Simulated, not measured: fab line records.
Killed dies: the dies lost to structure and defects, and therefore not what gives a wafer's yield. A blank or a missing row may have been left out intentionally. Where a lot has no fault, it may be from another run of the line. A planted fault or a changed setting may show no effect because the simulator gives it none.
fab line records ; flow nand-harc
record lots=11; wafers=33; last-day=34
route steps=1302 shown A_CHANNEL_HOLE_D1@471 A_CHANNEL_FILL_D1@494 END@1302
lots that met no fault: from a run of the same line without faults
start-h: hours from the record's first day to the start of the lot's first wafer shown ; wait-h: how many hours have passed since the lot's step before this one ; " repeats the value in the row above ; L1.1+2: one row covering several wafers at once ; - no value present, or no start provided ; * or withheld: withheld ; < > ~ a bound
route shown NAME@n: a module of which the file shows steps, and the number in the route of the first ; usual: the fault-free wafers' mean and standard deviation ; same: alike in all rows ; chamber/n: place in a boat ; sites: per-site readings ; _std_site: how widely they spread, as a standard deviation ; _edge_site: mean of outer sites minus mean of inner sites ; radius-mm: for every site, how far away it sits from the centre of the wafer ; mask NAME#n: copy n ; behind: the tool/chamber that last shaped the wafer ; hold: the reason the lot was held/the length of the hold in hours/how it ended ; device: names the non-switching transistor (n, p or np) ; end of line: the same wafers' tests at the end of the route ; step lacking rows: just its recipe ; killed: dies that structure and defects cost at the first sort, which is not the same as the wafer's yield ; map: per-die view of a wafer (x killed, . not killed, _ where there is no die)
set.NAME: the setting that was run; set.NAME@STEP: the one run at that earlier step ; model.NAME: the simulator's own value behind a step, which no gauge read
route steps across a sampled set of lots; one table per step, one row per wafer
services: the hour from which a tool's chamber was out of use, counted from the record's first day as start-h (under 0 if before that day), plus the number of hours and why
## steps
# step NHARC_A_CHANNEL_HOLE_D1_ETCH_19
# recipe bias-v=1200; source-w=2500; pressure-mtorr=15; time-s=34.5; ar-flow-sccm=375; c4f8-flow-sccm=28.8; o2-flow-sccm=96.2; temp-c=-20; target-depth-a=*; chemistry=C4F8/O2/Ar
# usual c4f8-flow-sccm=28.81/0.084; drypump-motor-current-A=5.5/0.42; rf-fwd-power-W=2448/11; showerhead-plenum-p-Torr=3.67/0.12; throttle-valve-pct=37.039/0.0096
lot.wafer;tool;chamber;start-h;wait-h;c4f8-flow-sccm;drypump-motor-current-A;rf-fwd-power-W;rf-hours-counter-h;showerhead-plenum-p-Torr;throttle-valve-pct
L569.2;har-etch-02;0;185.84;0.1;28.87;5.9;2440;286;3.82;37.054
L569.3;har-etch-02;0;185.84;0.1;28.81;5.9;2438;-;3.82;37.038
L569.6;har-etch-02;0;185.84;0.1;28.93;5.9;2442;-;3.82;37.039
L570.2;har-etch-02;0;203.96;0.1;28.73;5.9;2440;297;3.81;37.049
L570.1;har-etch-02;1;203.96;0.1;28.82;4.9;2450;297;3.58;37.019
L570.3;har-etch-02;1;203.96;0.1;28.62;4.9;2470;-;3.58;37.028
L572.2;har-etch-01;0;222.03;2.6;28.77;5.3;2457;111;3.58;37.040
L572.4;har-etch-01;0;222.03;2.6;28.79;5.3;2460;-;3.58;37.046
L572.6;har-etch-01;0;222.03;2.6;28.91;5.3;2454;-;3.58;37.051
L575.1;har-etch-02;1;254.11;0.1;28.88;4.9;2452;331;3.56;37.045
L575.4;har-etch-02;1;254.11;0.1;28.77;4.9;2444;-;3.56;37.059
L575.3;har-etch-02;0;254.11;0.1;28.89;5.9;2433;-;3.79;37.027
L577.3;har-etch-02;0;267.08;0.1;28.76;5.9;2435;-;3.79;37.056
L577.6;har-etch-02;1;267.08;0.1;28.83;4.9;2463;-;3.55;37.048
L577.5;har-etch-02;0;267.08;0.1;28.78;5.9;2441;-;3.79;37.033
L581.1;har-etch-02;0;333.32;3.4;28.76;5.9;2436;373;3.77;37.051
L581.3;har-etch-02;0;333.32;3.4;28.82;5.9;2433;-;3.77;37.039
L581.5;har-etch-02;1;333.32;3.4;28.85;4.9;2439;-;3.54;37.048
L583.2;har-etch-02;0;338.43;0.1;28.67;5.9;2437;377;3.76;37.032
L583.4;har-etch-02;1;338.43;0.1;28.74;5.0;2449;-;3.53;37.045
L583.3;har-etch-02;0;338.43;0.1;28.68;5.9;2433;-;3.77;37.037
L586.2;har-etch-02;0;367.95;1.2;28.83;5.9;2433;396;3.75;37.052
L586.1;har-etch-02;1;367.95;1.2;28.96;4.9;2447;396;3.52;37.038
L586.4;har-etch-02;1;367.95;1.2;28.93;4.9;2457;-;3.52;37.045
L587.4;har-etch-01;1;377.19;0.1;28.92;5.9;2442;-;3.72;37.034
L587.3;har-etch-01;0;377.19;0.1;28.84;5.3;2466;-;3.53;37.045
L587.5;har-etch-01;1;377.19;0.1;28.80;5.9;2443;-;3.71;37.056
L589.4;har-etch-02;1;401.37;6.8;28.83;4.9;2443;-;3.98;37.043
L589.6;har-etch-02;1;401.37;6.8;28.84;4.9;2436;-;3.98;37.039
L589.5;har-etch-02;0;401.37;6.8;28.73;5.9;2442;-;3.75;37.036
L591.2;har-etch-01;0;407.22;0.6;28.98;5.3;2462;229;3.52;37.044
L591.4;har-etch-01;0;407.22;0.6;28.84;5.3;2464;-;3.52;37.032
L591.6;har-etch-01;0;407.22;0.6;28.80;5.3;2459;-;3.52;37.043
# step NHARC_A_CHANNEL_HOLE_D1_ETCH_33
# recipe bias-v=400; source-w=2000; pressure-mtorr=25; time-s=90; ar-flow-sccm=375; c4f8-flow-sccm=41.7; o2-flow-sccm=83.3; temp-c=-20; target-depth-a=4000; chemistry=C4F8/O2/Ar
# usual c4f8-flow-sccm=41.71/0.11; drypump-motor-current-A=5.5/0.42; rf-fwd-power-W=1989/6.2; showerhead-plenum-p-Torr=3.66/0.12; throttle-valve-pct=27.622/0.0092
lot.wafer;tool;chamber;start-h;wait-h;c4f8-flow-sccm;drypump-motor-current-A;rf-fwd-power-W;rf-hours-counter-h;showerhead-plenum-p-Torr;throttle-valve-pct
L569.2;har-etch-02;0;189.83;0.2;41.68;5.9;1981;290;3.81;27.632
L569.3;har-etch-02;0;189.83;0.2;41.75;5.9;1979;-;3.81;27.622
L569.6;har-etch-02;0;189.83;0.2;41.72;5.9;1980;-;3.81;27.605
L570.2;har-etch-02;0;207.94;0.2;41.75;5.9;1989;301;3.81;27.621
L570.1;har-etch-02;1;207.94;0.2;41.84;4.9;1989;301;3.57;27.618
L570.3;har-etch-02;1;207.94;0.2;42.01;4.9;1977;-;3.57;27.632
L572.2;har-etch-01;0;226.02;0.2;41.71;5.3;1983;115;3.58;27.622
L572.4;har-etch-01;0;226.02;0.2;41.67;5.3;1988;-;3.58;27.619
L572.6;har-etch-01;0;226.02;0.2;41.56;5.3;1987;-;3.58;27.621
L575.1;har-etch-02;1;258.07;0.2;41.76;4.9;1995;335;3.55;27.627
L575.4;har-etch-02;1;258.07;0.2;41.83;4.9;1984;-;3.55;27.620
L575.3;har-etch-02;0;258.07;0.2;41.64;5.9;1993;-;3.79;27.630
L577.3;har-etch-02;0;271.09;0.2;41.61;5.9;1986;-;3.78;27.629
L577.6;har-etch-02;1;271.09;0.2;41.64;4.9;1985;-;3.55;27.617
L577.5;har-etch-02;0;271.09;0.2;41.72;5.9;1982;-;3.78;27.613
L581.1;har-etch-02;0;337.29;0.2;41.66;5.9;1994;377;3.76;27.601
L581.3;har-etch-02;0;337.29;0.2;41.86;5.9;1988;-;3.76;27.616
L581.5;har-etch-02;1;337.29;0.2;41.83;4.9;1984;-;3.53;27.631
L583.2;har-etch-02;0;342.43;0.2;41.72;5.9;1987;381;3.76;27.615
L583.4;har-etch-02;1;342.43;0.2;41.86;4.9;1998;-;3.53;27.613
L583.3;har-etch-02;0;342.43;0.2;41.86;5.9;1981;-;3.76;27.631
L586.2;har-etch-02;0;371.95;0.2;41.68;5.9;1989;400;3.75;27.622
L586.1;har-etch-02;1;371.95;0.2;41.83;4.9;1988;400;3.52;27.623
L586.4;har-etch-02;1;371.95;0.2;41.63;4.9;1988;-;3.52;27.629
L587.4;har-etch-01;1;381.19;0.2;41.45;5.9;1993;-;3.71;27.611
L587.3;har-etch-01;0;381.19;0.2;41.68;5.3;1988;-;3.53;27.632
L587.5;har-etch-01;1;381.19;0.2;41.77;5.9;1992;-;3.71;27.625
L589.4;har-etch-02;1;405.37;0.2;41.62;4.9;1989;-;3.98;27.623
L589.6;har-etch-02;1;405.37;0.2;41.67;5.0;1990;-;3.98;27.603
L589.5;har-etch-02;0;405.37;0.2;41.63;5.9;1997;-;3.74;27.637
L591.2;har-etch-01;0;411.22;0.2;41.58;5.3;1996;233;3.52;27.617
L591.4;har-etch-01;0;411.22;0.2;41.76;5.3;1993;-;3.52;27.602
L591.6;har-etch-01;0;411.22;0.2;41.66;5.3;1996;-;3.52;27.611
# step NHARC_A_CHANNEL_HOLE_D1_XSEM_31
# recipe landing-energy-ev=35000
# usual bot-cd-nm=75.2/1.8; bow-nm=8.62/0.28; tilt-deg=0.07/0.048
lot.wafer;tool;chamber;start-h;wait-h;bot-cd-nm;bow-nm;tilt-deg
L569.2;xsem-01;0;191.62;0.1;78.3;8.43;0.11
L569.3;xsem-01;0;191.62;0.1;77.4;8.40;0.11
L569.6;xsem-01;0;191.62;0.1;77.0;8.40;0.12
L570.1;xsem-02;0;209.57;0.1;77.2;8.54;0.04
L570.2;xsem-02;0;209.57;0.1;75.3;8.48;0.04
L570.3;xsem-02;0;209.57;0.1;77.4;8.48;0.04
L572.2;xsem-01;0;227.62;0.1;74.8;8.44;0.03
L572.4;xsem-01;0;227.62;0.1;73.1;8.46;0.03
L572.6;xsem-01;0;227.62;0.1;74.9;8.50;0.03
L575.1;xsem-01;0;259.69;0.1;71.5;8.29;0.09
L575.3;xsem-01;0;259.69;0.1;74.6;8.27;0.08
L575.4;xsem-01;0;259.69;0.1;74.0;8.32;0.09
L577.3;xsem-02;0;272.64;0.1;73.6;9.14;0.07
L577.5;xsem-02;0;272.64;0.1;76.5;9.14;0.07
L577.6;xsem-02;0;272.64;0.1;76.1;9.20;0.07
L581.1;xsem-02;0;338.93;0.1;77.6;8.25;0.01
L581.3;xsem-02;0;338.93;0.1;77.2;8.18;0.01
L581.5;xsem-02;0;338.93;0.1;77.6;8.24;0.01
L583.2;xsem-02;0;344.03;0.1;78.2;8.77;0.03
L583.3;xsem-02;0;344.03;0.1;75.8;8.74;0.03
L583.4;xsem-02;0;344.03;0.1;75.3;8.76;0.03
L586.1;xsem-02;0;373.65;0.1;75.6;9.10;0.04
L586.2;xsem-02;0;373.65;0.1;78.3;9.08;0.04
L586.4;xsem-02;0;373.65;0.1;76.2;9.04;0.04
L587.3;xsem-02;0;382.77;0.1;74.8;8.63;0.12
L587.4;xsem-02;0;382.77;0.1;73.2;8.62;0.12
L587.5;xsem-02;0;382.77;0.1;77.2;8.62;0.11
L589.4;xsem-02;0;406.95;0.1;76.7;8.56;0.08
L589.5;xsem-02;0;406.95;0.1;73.8;8.54;0.08
L589.6;xsem-02;0;406.95;0.1;75.7;8.54;0.08
L591.2;xsem-02;0;413.03;0.1;73.9;8.71;0.08
L591.4;xsem-02;0;413.03;0.1;73.2;8.65;0.08
L591.6;xsem-02;0;413.03;0.1;76.2;8.65;0.08
# step NHARC_A_CHANNEL_HOLE_D1_INSPECT_40
# usual raw-defect-count=80/27
lot.wafer;tool;chamber;start-h;wait-h;raw-defect-count
L569.2;defect-inspect-02;-;191.71;-;106
L569.3;defect-inspect-02;-;191.71;-;76
L569.6;defect-inspect-02;-;191.71;-;97
L570.1;defect-inspect-02;-;209.67;-;127
L570.2;defect-inspect-02;-;209.67;-;127
L570.3;defect-inspect-02;-;209.67;-;115
L572.2;defect-inspect-02;-;227.72;-;76
L572.4;defect-inspect-02;-;227.72;-;42
L572.6;defect-inspect-02;-;227.72;-;48
L575.1;defect-inspect-02;-;259.79;-;1158
L575.3;defect-inspect-02;-;259.79;-;116
L575.4;defect-inspect-02;-;259.79;-;1151
L577.3;defect-inspect-02;-;272.73;-;97
L577.5;defect-inspect-02;-;272.73;-;129
L577.6;defect-inspect-02;-;272.73;-;1105
L581.1;defect-inspect-01;-;339.03;-;98
L581.3;defect-inspect-01;-;339.03;-;101
L581.5;defect-inspect-01;-;339.03;-;99
L583.2;defect-inspect-01;-;344.13;-;96
L583.3;defect-inspect-01;-;344.13;-;81
L583.4;defect-inspect-01;-;344.13;-;103
L586.1;defect-inspect-01;-;373.75;-;96
L586.2;defect-inspect-01;-;373.75;-;97
L586.4;defect-inspect-01;-;373.75;-;109
L587.3;defect-inspect-02;-;382.86;-;57
L587.4;defect-inspect-02;-;382.86;-;50
L587.5;defect-inspect-02;-;382.86;-;67
L589.4;defect-inspect-02;-;407.04;-;49
L589.5;defect-inspect-02;-;407.04;-;42
L589.6;defect-inspect-02;-;407.04;-;37
L591.2;defect-inspect-01;-;413.12;-;50
L591.4;defect-inspect-01;-;413.12;-;61
L591.6;defect-inspect-01;-;413.12;-;64
# step NHARC_A_CHANNEL_FILL_D1_ALD_14
# recipe target-thk-a=25; pulse-time-s=10; ald-cycles=25; temp-c=300; material=SiO2
# usual heater-power-w=469/59; precursor-pulse-height-rel=1.003/0.019
lot.wafer;tool;chamber;start-h;wait-h;heater-power-w;precursor-pulse-height-rel
L569.3;ald-hk-02;3;198.88;0.1;516;0.992
L569.2;ald-hk-02;0;198.88;0.1;422;1.044
L569.6;ald-hk-02;2;198.88;0.1;585;1.006
L570.2;ald-hk-02;1;216.90;0.0;443;1.043
L570.1;ald-hk-02;3;216.90;0.0;530;1.000
L570.3;ald-hk-02;0;216.90;0.0;419;1.028
L572.4;ald-hk-03;2;235.00;0.1;470;0.998
L572.2;ald-hk-03;3;235.00;0.1;487;1.008
L572.6;ald-hk-03;1;235.00;0.1;476;0.978
L575.1;ald-hk-04;0;266.92;0.0;498;1.053
L575.3;ald-hk-04;1;266.92;0.0;435;1.030
L575.4;ald-hk-04;2;266.92;0.0;398;0.979
L577.3;ald-hk-03;2;280.04;0.1;468;1.019
L577.5;ald-hk-03;0;280.04;0.1;396;1.021
L577.6;ald-hk-03;1;280.04;0.1;481;1.024
L581.1;ald-hk-04;1;346.22;0.0;444;1.021
L581.3;ald-hk-04;0;346.22;0.0;486;1.027
L581.5;ald-hk-04;2;346.22;0.0;389;1.023
L583.2;ald-hk-02;3;351.44;0.0;528;0.978
L583.4;ald-hk-02;0;351.44;0.0;430;1.032
L583.3;ald-hk-02;1;351.44;0.0;446;1.000
L586.1;ald-hk-04;1;382.02;0.0;438;1.029
L586.2;ald-hk-04;3;382.02;0.0;491;1.007
L586.4;ald-hk-04;0;382.02;0.0;495;1.021
L587.3;ald-hk-02;0;388.96;0.1;409;1.018
L587.4;ald-hk-02;1;388.96;0.1;440;0.990
L587.5;ald-hk-02;0;388.96;0.1;417;1.024
L589.4;ald-hk-02;3;414.39;0.2;488;0.978
L589.6;ald-hk-02;0;414.39;0.2;415;1.013
L589.5;ald-hk-02;1;414.39;0.2;440;1.005
L591.2;ald-hk-04;3;421.66;1.4;500;1.015
L591.4;ald-hk-04;0;421.66;1.4;485;0.990
L591.6;ald-hk-04;3;421.66;1.4;484;1.045
# step NHARC_END_SORT_01
# recipe temp-c=25
# usual killed-at-array=59/16; killed-at-other=0.7/1.1; killed-at-periphery=4/3; killed-dies=64/16; killed-open=3.4/1.8; killed-short=2.6/1.7
# same gross-dies=677
lot.wafer;tool;chamber;start-h;wait-h;killed-at-array;killed-at-other;killed-at-periphery;killed-dies;killed-open;killed-short
L575.1;prober-01;0;638.96;2.4;136;3;11;150;3;2
L575.3;prober-01;0;640.58;3.1;72;3;7;82;2;6
L575.4;prober-01;0;641.39;3.4;150;0;9;159;4;4
L577.3;prober-01;0;653.94;3.1;57;0;1;58;3;2
L577.5;prober-01;0;655.52;3.7;66;0;2;68;1;2
L577.6;prober-01;0;656.31;3.9;139;0;2;141;1;4
# killed by level:class
L575.1 A_CHANNEL_HOLE_D1:unspecified=104 A_CHANNEL_HOLE_D2:chamber-film-flake=10 A_CONTACT:chamber-film-flake=9 A_WL_FILL:chamber-film-flake=5 P_STI:chamber-film-flake=4 P_M2:chamber-film-flake=4 A_STAIRCASE:chamber-film-flake=3 A_CHANNEL_HOLE_D1:chamber-film-flake=2
L575.3 A_CHANNEL_HOLE_D1:chamber-film-flake=34 A_CONTACT:chamber-film-flake=12 A_CHANNEL_HOLE_D2:chamber-film-flake=9 A_STAIRCASE:chamber-film-flake=5 P_STI:chamber-film-flake=3 P_M2:chamber-film-flake=3 THIN_TSV:chamber-film-flake=3 A_WL_FILL:chamber-film-flake=2
L575.4 A_CHANNEL_HOLE_D1:unspecified=100 A_CHANNEL_HOLE_D2:chamber-film-flake=13 A_CONTACT:chamber-film-flake=12 A_WL_FILL:chamber-film-flake=7 P_M2:chamber-film-flake=6 A_STAIRCASE:chamber-film-flake=4 A_CHANNEL_HOLE_D1:chamber-film-flake=3 A_WL_FILL:geometric-particle:open=2
L577.3 A_CHANNEL_HOLE_D1:chamber-film-flake=27 A_CHANNEL_HOLE_D2:chamber-film-flake=15 A_STAIRCASE:chamber-film-flake=3 A_CONTACT:chamber-film-flake=2 A_CHANNEL_FILL_D2:chamber-film-flake=2 A_SLIT:chamber-film-flake=2 A_SOURCE_PLATE:geometric-particle:open=1 A_CHANNEL_FILL_D1:geometric-particle:short=1
L577.5 A_CHANNEL_HOLE_D1:chamber-film-flake=32 A_CHANNEL_HOLE_D2:chamber-film-flake=17 A_CONTACT:chamber-film-flake=6 A_SLIT:chamber-film-flake=3 A_CHANNEL_FILL_D2:chamber-film-flake=2 A_STAIRCASE:chamber-film-flake=2 A_CHANNEL_HOLE_D2:geometric-particle:short=1 A_CHANNEL_FILL_D2:geometric-particle:short=1
L577.6 A_CHANNEL_HOLE_D1:unspecified=105 A_CHANNEL_HOLE_D2:chamber-film-flake=15 A_CHANNEL_HOLE_D1:chamber-film-flake=4 A_CONTACT:chamber-film-flake=3 P_M2:chamber-film-flake=2 A_STAIRCASE:chamber-film-flake=2 A_SOURCE_PLATE:geometric-particle:short=1 A_CHANNEL_FILL_D1:geometric-particle:open=1
## services
tool;chamber;start-h;hours;kind
ald-hk-02;-;174.44;10.0;pm
ald-hk-02;0;174.44;10.0;vent-cycle
ald-hk-02;1;174.44;10.0;vent-cycle
ald-hk-02;2;174.44;10.0;vent-cycle
ald-hk-02;3;174.44;10.0;vent-cycle
ald-hk-02;-;185.54;1.1;repair
ald-hk-02;-;211.96;1.4;repair
ald-hk-03;-;212.97;10.0;pm
ald-hk-02;-;243.17;2.5;repair
ald-hk-04;-;254.80;10.0;pm
ald-hk-03;-;281.42;0.5;repair
ald-hk-04;-;351.85;1.2;repair
ald-hk-02;-;352.44;10.0;pm
xsem-01;-;374.00;14.0;pm
har-etch-02;-;380.15;17.0;pm
har-etch-02;0;380.15;17.0;vent-cycle
har-etch-02;1;380.15;17.0;vent-cycle
ald-hk-03;-;392.08;10.0;pm
har-etch-02;0;397.15;-;clean
har-etch-02;0;397.15;-;consumable-replace:focus-ring
har-etch-02;1;397.15;-;clean
har-etch-02;1;397.15;-;consumable-replace:focus-ring
har-etch-02;1;397.15;-;consumable-replace:showerhead
ald-hk-04;-;418.72;2.9;repair
## key
first-sign step=NHARC_A_CHANNEL_HOLE_D1_INSPECT_40; reading=raw-defect-count; direction=up; sigmas=39; usual=80; struck=1138
effect step=NHARC_END_SORT_01; reading=killed-dies; direction=up; sigmas=5.2; usual=64; struck=150
more-kills-born-at NHARC_A_CHANNEL_HOLE_D1_ETCH_33@har-etch-02=213
met-at NHARC_A_CHANNEL_HOLE_D1_ETCH_33
struck-lots L575,L577
struck-wafers L575.1,L575.4,L577.6
tester-left-out L575,L577
not-acting-at NHARC_A_CHANNEL_HOLE_D1_ETCH_19,NHARC_A_CHANNEL_HOLE_D1_XSEM_31,NHARC_A_CHANNEL_FILL_D1_ALD_14
onset-between 207.94 258.07
fault kind=chamber-particle-source; tool=har-etch-02; chamber=1; onset-h=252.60; steps=NHARC_A_CHANNEL_HOLE_D1_ETCH_33; rate-per-visit-cm2=1.6631; end-h=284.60
# tester-left-out: of these lots the tester's yield and bins aren't shown, on N5 and GAA mostly nor the transistor test; their killed dies are dies lost to structure and defects alone, not to doping, threshold or leakage, so they don't give the yield
